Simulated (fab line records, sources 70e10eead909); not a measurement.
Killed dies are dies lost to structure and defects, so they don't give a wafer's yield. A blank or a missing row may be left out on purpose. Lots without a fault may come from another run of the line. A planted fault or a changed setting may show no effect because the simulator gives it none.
fab line records | flow nand_harc
record lots=11 wafers=33 last_day=33
route steps=1302 shown A_CHANNEL_HOLE_D1@468 A_DECK1_JOINT@530
lots that met no fault: from a run of the same line without faults
start_h: hours from the record's first day to the start of the lot's first wafer shown | wait_h: hours since the lot's step before | " the same as in the row above | L1.1+2: a row that stands for several wafers | - no value, or no start given | * or withheld: withheld | < > ~ a bound
route shown NAME@n: a module of which the file shows steps, and the number in the route of the first | usual: mean/standard deviation of fault-free wafers | same: alike in all rows | chamber/n: place in a boat | sites: the reading at each site | _std_site: their standard deviation | _edge_site: outer sites' mean less inner sites' | radius_mm: how far each site lies from the wafer's centre | mask NAME#n: copy n | behind: the tool/chamber that last shaped the wafer | hold: why the lot was held/for how many hours/how that ended | device: the transistor (n, p or np) that didn't switch | end of line: the same wafers' tests at the end of the route | a step without rows: its recipe alone | killed: dies lost to structure and defects at the first sort, not the wafer's yield | map: a wafer's dies, x killed, . not, _ none there
set.NAME: the setting as run; set.NAME@STEP: as run at that earlier step | model.NAME: the simulator's own value behind a step, which no gauge read
steps of the route over a sample of lots; a table a step, a row a wafer
services: from which hour (start_h, from the record's first day; less than 0 if before it) a tool's chamber was out of use, for how many hours, and why
## steps
# step NHARC_A_CHANNEL_HOLE_D1_ETCH_34
# recipe target_depth_a=1540 time_s=77 cf4_flow_sccm=100 chf3_flow_sccm=30 ar_flow_sccm=0 rf_w=500 bias_w=200 chemistry=CF4/CHF3
# usual drypump_motor_current_A=5.7/0.31 oes_product_au=0.941/0.024 rf_vpp_V=371.0/1.4 showerhead_plenum_p_Torr=1.59/0.032 throttle_valve_pct=16.803/0.0096
# columns lot.wafer tool chamber start_h wait_h drypump_motor_current_A oes_product_au rf_hours_counter_h rf_vpp_V showerhead_plenum_p_Torr throttle_valve_pct
L469.3 rie_diel-11 3 - - 5.1 0.928 35 370.0 1.59 16.785
L469.1 " 2 " " 5.3 0.916 33 370.6 1.56 16.809
L469.5 " 3 " " 5.1 0.923 - 371.8 1.59 16.805
L470.1 rie_diel-03 3 - - 6.0 0.949 8 372.5 1.60 16.809
L470.4 " 0 " " 5.6 0.954 8 370.4 1.58 16.816
L470.5 " 0 " " 5.6 0.956 - 369.6 1.58 16.798
L472.2 rie_diel-11 1 - - 5.8 0.915 41 368.8 1.56 16.797
L472.1 " 3 " " 5.1 0.922 40 372.1 1.59 16.819
L472.5 " 2 " " 5.3 0.921 - 369.2 1.55 16.795
L473.3 rie_diel-03 3 - - 6.0 0.917 10 372.2 1.60 16.802
L473.1 " 0 " " 5.6 0.921 10 370.3 1.58 16.794
L473.5 " 2 " " 5.9 0.931 - 372.0 1.63 16.792
L474.4 rie_diel-07 0 - - 6.3 0.985 39 369.1 1.54 16.810
L474.6 " 2 " " 5.4 0.964 - 375.8 1.68 16.786
L474.5 " 3 " " 5.0 0.996 - 371.1 1.57 16.810
L478.2 rie_diel-07 1 - - 6.1 0.940 58 369.9 1.55 16.793
L478.5 " 1 " " 6.1 0.947 - 369.6 1.55 16.782
L478.6 " 2 " " 5.4 0.961 - 374.4 1.67 16.804
L479.4 rie_diel-07 1 - - 6.1 0.940 58 370.5 1.55 16.822
L479.6 " 2 " " 5.5 0.971 - 373.1 1.67 16.815
L479.5 " 3 " " 5.0 0.983 - 369.3 1.56 16.797
L481.2 rie_diel-03 3 - - 6.0 0.956 2 370.5 1.60 16.804
L481.1 " 0 " " 5.6 0.974 2 371.9 1.58 16.800
L481.6 " 3 " " 6.0 0.944 - 372.4 1.60 16.804
L482.2 rie_diel-11 3 - - 5.1 0.987 22 368.8 1.58 16.797
L482.3 " 2 " " 5.3 0.969 21 371.0 1.54 16.796
L482.6 " 0 " " 5.7 0.965 - 370.2 1.57 16.794
L491.3 rie_diel-03 2 - - 5.9 0.916 7 373.3 1.63 16.804
L491.1 " 3 " " 6.0 0.903 11 372.0 1.59 16.799
L491.4 " 1 " " 5.5 0.926 - 369.0 1.56 16.793
L490.2 rie_diel-03 3 - - 6.0 0.920 11 370.0 1.59 16.799
L490.1 " 2 " " 5.9 0.925 7 372.9 1.63 16.803
L490.5 " 1 " " 5.5 0.926 - 368.1 1.56 16.810
# step NHARC_A_CHANNEL_HOLE_D1_ETCH_44
# recipe target_depth_a=1400 overetch_a=140 time_s=77 ion_energy_ev=100 cf4_flow_sccm=80 o2_flow_sccm=20 ar_flow_sccm=0 rf_w=300 bias_w=100 chemistry=CF4/O2
# usual drypump_motor_current_A=5.7/0.34 oes_f_703_au=1.000/0.0045 oes_product_au=0.998/0.01 rf_vpp_V=198.1/1.1 showerhead_plenum_p_Torr=1.35/0.031 throttle_valve_pct=13.398/0.0091
# columns lot.wafer tool chamber start_h wait_h drypump_motor_current_A oes_f_703_au oes_product_au rf_hours_counter_h rf_vpp_V showerhead_plenum_p_Torr throttle_valve_pct
L469.3 rie_diel-03 1 199.17 0.1 5.5 0.988 0.994 9 199.8 1.33 13.401
L469.1 " 3 " " 6.0 1.001 0.990 8 198.5 1.36 13.397
L469.5 " 0 " " 5.6 1.005 1.005 - 199.2 1.34 13.395
L470.4 rie_diel-11 2 200.46 0.1 5.3 0.997 1.014 34 198.4 1.32 13.397
L470.1 " 0 " " 5.7 0.999 0.999 37 197.3 1.34 13.407
L470.5 " 1 " " 5.8 0.992 0.991 - 198.9 1.32 13.409
L472.1 rie_diel-03 3 215.28 0.1 6.0 0.995 0.990 10 198.9 1.36 13.396
L472.2 " 1 " " 5.5 0.992 0.996 9 197.9 1.33 13.396
L472.5 " 2 " " 5.9 0.999 1.005 - 201.0 1.38 13.392
L473.3 rie_diel-07 3 234.05 0.1 5.0 0.998 1.003 35 195.7 1.33 13.406
L473.1 " 0 " " 6.3 1.003 1.003 38 198.0 1.31 13.403
L473.5 " 3 " " 5.0 1.002 1.001 - 196.0 1.33 13.391
L474.4 rie_diel-07 0 244.00 0.0 6.3 0.998 1.007 43 196.6 1.31 13.409
L474.6 " 0 " " 6.3 0.993 1.007 - 197.7 1.31 13.407
L474.5 " 1 " " 6.1 0.996 0.990 - 197.1 1.32 13.414
L478.2 rie_diel-03 2 291.87 0.1 5.9 0.997 1.003 0 200.4 1.38 13.405
L478.6 " 1 " " 5.5 1.005 0.992 - 198.3 1.33 13.396
L478.5 " 2 " " 5.9 0.997 1.007 - 197.7 1.38 13.413
L479.4 rie_diel-07 1 296.05 0.1 6.1 0.991 0.980 60 198.2 1.32 13.393
L479.5 " 1 " " 6.1 1.006 0.985 - 198.2 1.32 13.394
L479.6 " 2 " " 5.4 0.994 1.001 - 200.6 1.42 13.396
L481.1 rie_diel-03 2 312.00 0.1 5.9 1.005 1.005 2 199.8 1.38 13.392
L481.2 " 3 " " 6.0 0.996 0.988 3 199.2 1.35 13.398
L481.6 " 3 " " 6.0 1.010 0.985 - 199.0 1.35 13.406
L482.2 rie_diel-03 3 334.08 0.1 6.0 0.999 0.990 4 198.0 1.35 13.395
L482.3 " 2 " " 5.9 1.004 1.000 3 198.3 1.38 13.388
L482.6 " 0 " " 5.6 0.997 1.001 - 198.2 1.34 13.394
L491.3 rie_diel-03 2 418.49 0.1 5.9 1.000 1.006 9 198.3 1.38 13.389
L491.1 " 1 " " 5.5 1.003 0.991 12 199.5 1.33 13.401
L491.4 " 2 " " 5.9 0.995 0.999 - 199.7 1.38 13.399
L490.2 rie_diel-11 0 419.89 0.1 5.7 0.994 0.982 46 197.4 1.33 13.399
L490.1 " 2 " " 5.3 0.997 1.000 55 197.1 1.30 13.379
L490.5 " 0 " " 5.7 1.005 0.987 - 197.5 1.33 13.373
# step NHARC_A_DECK1_JOINT_ETCHBACK_00
# recipe target_depth_a=300 time_s=17.4 hbr_flow_sccm=150 rf_w=350 icp_w=350 bias_w=60 chemistry=HBr
# usual drypump_motor_current_A=5.8/0.33 oes_product_au=1.001/0.0096 run_length_s=38.6/0.46 throttle_valve_pct=23.266/0.0088
# columns lot.wafer tool chamber start_h wait_h drypump_motor_current_A oes_product_au rf_hours_counter_h run_length_s throttle_valve_pct
L470.4 rie_si-03 3 260.38 0.1 5.7 1.013 0.20 37.7 23.267
L470.1 " 0 " " 6.1 0.997 0.15 38.9 23.264
L470.5 " 0 " " 6.2 1.007 - 38.9 23.269
L469.3 rie_si-01 1 260.40 0.1 6.3 0.999 0.35 38.0 23.269
L469.1 " 2 " " 5.7 0.997 0.40 39.3 23.263
L469.5 " 0 " " 6.2 0.989 - 38.7 23.253
L472.2 rie_si-06 1 279.66 0.1 6.2 1.003 0.19 38.6 23.270
L472.1 " 2 " " 5.6 1.004 0.11 38.4 23.276
L472.5 " 0 " " 5.3 1.004 - 38.9 23.262
L473.3 rie_si-06 2 295.18 0.1 5.6 0.998 0.21 38.9 23.264
L473.1 " 3 " " 5.5 1.014 0.17 39.0 23.258
L473.5 " 2 " " 5.6 1.003 - 38.4 23.258
L474.4 rie_si-03 2 305.01 0.1 5.7 1.002 0.49 38.3 23.258
L474.6 " 3 " " 5.7 1.008 - 37.8 23.268
L474.5 " 0 " " 6.2 0.989 - 38.8 23.266
L478.2 rie_si-06 1 352.19 0.1 6.2 1.006 0.72 38.3 23.272
L478.5 " 2 " " 5.6 1.003 - 38.8 23.262
L478.6 " 3 " " 5.5 1.000 - 38.7 23.273
L479.4 rie_si-06 1 360.96 0.1 6.2 1.000 0.75 39.2 23.266
L479.6 " 3 " " 5.5 1.000 - 38.7 23.261
L479.5 " 0 " " 5.4 1.002 - 38.9 23.262
L481.2 rie_si-06 2 373.79 0.1 5.6 1.004 0.65 38.3 23.259
L481.1 " 3 " " 5.6 1.008 0.56 38.4 23.269
L481.6 " 3 " " 5.5 1.002 - 41.7 23.263
L482.3 rie_si-06 0 398.94 0.1 5.4 0.994 0.86 41.7 23.291
L482.2 " 2 " " 5.6 0.992 0.73 38.9 23.280
L482.6 " 3 " " 5.5 1.015 - 41.5 23.251
L490.2 rie_si-03 2 481.63 0.1 5.6 1.003 0.20 38.4 23.266
L490.1 " 1 " " 6.2 0.992 0.78 38.9 23.266
L490.5 " 2 " " 5.6 1.000 - 38.9 23.277
L491.1 rie_si-06 0 481.64 0.1 5.3 1.010 0.23 39.5 23.265
L491.4 " 1 " " 6.2 1.006 0.32 38.6 23.273
L491.3 " 2 " " 5.6 1.006 0.38 38.4 23.248
# step NHARC_A_DECK1_JOINT_DEP_16
# recipe target_thk_a=450 temp_c=400 pressure_torr=6.5 rf_w=900 teos_flow_sccm=161.4 flow_sccm=2650 target_thk_nm=45 gas=O2 material=SiO2
# usual heater_power_w=557/88 throttle_valve_pct=15.9/0.48
# columns lot.wafer tool chamber start_h wait_h heater_power_w throttle_valve_pct
L469.3 pecvd-03 1 283.56 0.1 466 16.3
L469.1 " 2 " " 498 16.0
L469.5 " 1 " " 473 16.6
L470.1 pecvd-02 1 283.59 0.1 680 16.5
L470.4 " 0 " " 607 16.0
L470.5 " 1 " " 699 16.4
L472.1 pecvd-04 1 304.71 0.1 607 16.0
L472.2 " 0 " " 573 16.1
L472.5 " 2 " " 610 15.2
L473.3 pecvd-02 2 324.70 0.1 406 15.8
L473.1 " 0 " " 634 16.3
L473.5 " 1 " " 652 16.8
L474.5 pecvd-02 1 330.24 0.2 667 16.9
L474.4 " 2 " " 507 16.0
L474.6 " 0 " " 625 16.2
L478.2 pecvd-04 0 376.81 0.1 608 16.5
L478.5 " 2 " " 721 15.5
L478.6 " 1 " " 574 16.1
L479.5 pecvd-04 0 383.69 0.2 576 16.5
L479.4 " 1 " " 544 15.6
L479.6 " 2 " " 678 16.0
L481.1 pecvd-03 1 400.13 0.1 404 16.0
L481.2 " 2 " " 450 15.3
L481.6 " 2 " " 446 15.4
L482.3 pecvd-03 2 430.60 0.1 400 15.5
L482.2 " 1 " " 460 16.6
L482.6 " 1 " " 462 16.3
L491.3 pecvd-02 1 502.45 0.1 601 16.1
L491.1 " 0 " " 558 16.1
L491.4 " 1 " " 610 16.5
L490.2 pecvd-03 1 502.48 0.1 447 16.3
L490.1 " 2 " " 461 15.4
L490.5 " 1 " " 451 16.7
## services
# columns tool chamber start_h hours kind
pecvd-03 - 185.41 13.0 pm
rie_diel-11 3 219.02 2.5 repair
rie_diel-11 0 245.17 6.2 repair
rie_si-06 - 249.00 9.0 pm
rie_diel-11 - 255.55 9.0 pm
rie_diel-07 0 274.93 4.5 repair
rie_diel-11 - 276.35 1.8 repair
rie_diel-03 - 281.30 9.0 pm
rie_diel-07 - 297.08 9.0 pm
rie_diel-07 3 308.00 21.3 repair
rie_diel-11 0 334.16 9.1 repair
rie_diel-11 - 369.59 0.5 repair
rie_diel-03 2 389.13 8.5 repair
rie_diel-07 2 409.37 8.9 repair
rie_si-06 - 426.00 9.0 pm
rie_diel-11 - 432.55 9.0 pm
rie_diel-03 0 453.88 6.7 repair
rie_diel-03 1 455.48 5.2 repair
rie_diel-03 2 456.07 6.8 repair
rie_diel-03 - 458.32 9.0 pm
rie_diel-03 3 471.07 6.6 repair
rie_diel-07 - 474.08 9.0 pm
rie_si-06 1 485.70 4.9 repair
rie_si-06 0 500.33 8.9 repair
## key
first_sign step=NHARC_A_DECK1_JOINT_ETCHBACK_00 reading=run_length_s direction=up sigmas=6.5 usual=* struck=*
effect none on later readings
met_at NHARC_A_DECK1_JOINT_ETCHBACK_00
struck_lots L481,L482
struck_wafers L481.6,L482.3,L482.6
tester_left_out L481,L482
not_acting_at NHARC_A_CHANNEL_HOLE_D1_ETCH_34,NHARC_A_CHANNEL_HOLE_D1_ETCH_44,NHARC_A_DECK1_JOINT_DEP_16
onset_between 360.96 373.79
fault kind=process_parameter_drift tool=rie_si-06 chamber=- onset_h=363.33 steps=NHARC_A_DECK1_JOINT_ETCHBACK_00 channel=time_s offset=* shape=step end_h=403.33 scope=struck_wafers_only acts_in=* stated=*
# tester_left_out: of these lots the tester's yield and bins aren't shown, on N5 and GAA mostly nor the transistor test; their killed dies are dies lost to structure and defects alone, not to doping, threshold or leakage, so they don't give the yield
